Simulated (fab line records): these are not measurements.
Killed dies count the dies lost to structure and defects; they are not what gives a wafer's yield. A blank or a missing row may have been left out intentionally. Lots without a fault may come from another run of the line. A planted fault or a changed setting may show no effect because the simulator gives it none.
Code-filled problem report in 8D (eight disciplines) form | flow n5_finfet | the parts of the form that need people (team, actions taken, sign-off) are left out

## 1. PROBLEM STATEMENT
Wafers without a fault read 1500.0 rpm, standard deviation 0.98; spin_speed_rpm at N5_BEOL_M5_COAT_71 reads a mean of 1330.6 rpm on 6 wafers belonging to 2 lots. That is -99 or more standard deviations from the usual mean.
The step: time 60 s, resist thk 5 nm.
First observed at day 8 16:05: wafer L476.1, on litho_track-03. Wafers with a number at this step in the record: 35, from 13 lots. Rule for "out" (also "out of limits"): further than 4 standard deviations from the usual mean. Any other wafer with a number is counted as sound.

## 2. WHAT THIS IS AND IS NOT
question                    | is                     | is not
which readings at this step | spin_speed_rpm         | heater_power_total_W
which lots                  | L476, L477             | L475, L485, L487, L489, L490, L491, L492, L493, L494, L495, L496
which wafers of those lots  | all that have a number | -
read on which tools         | litho_track-03         | litho_track-01, litho_track-02
when                        | from day 8 16:05       | up to then (3 sound wafers); but 26 sound wafers of L485, L487, L489, L490, L491, L492, L493, L494, L495, L496 came after

## 3. SUSPECTS, AND WHAT RULES EACH OUT
Counting: a tool at any process step up to the reading remains a suspect when it ran all the lots that are out and ran no sound lot after the first of those.
- litho_track-03 at N5_BEOL_M5_COAT_71 (time 60 s, resist thk 5 nm): ruled out as a lasting fault. The sound lots L490, L493, L495 went through it after L476, its earliest lot that is out (day 8 16:05).
Left after counting: nothing in the record.

## 4. THE CAUSE (what the simulator had put in)
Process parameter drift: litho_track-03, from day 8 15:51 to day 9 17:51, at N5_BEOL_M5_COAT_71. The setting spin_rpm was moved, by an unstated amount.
Counting ruled it out, wrongly.

## 5. THE CHAIN OF EFFECTS, in route order
Each row: a reading whose mean over the struck wafers that have a number lies more than 3 standard deviations from the usual. Readings are gone through only where the record gives a usual standard deviation; hours: the median, over the lots, of the time from a lot's start at the first step in this table giving one to that lot's start at this step; sigmas: the change measured in usual standard deviations.
hours | step               | reading        | usual      | on struck wafers | change | sigmas
0     | N5_BEOL_M5_COAT_71 | spin_speed_rpm | 1500.0 rpm | 1330.6           | -169.4 | -99 or more
Its process steps:
- N5_BEOL_M5_COAT_71: time 60 s, resist thk 5 nm.
Later steps that measure or inspect, where all struck wafers having a row at the step show a number for every such reading and not one has moved that far: N5_BEOL_M5_INSPECT_13.

## 6. WHAT WOULD HAVE CAUGHT IT SOONER
First out-of-limits reading in this record: day 8 16:05, which is 0 hours after fault onset at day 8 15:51.
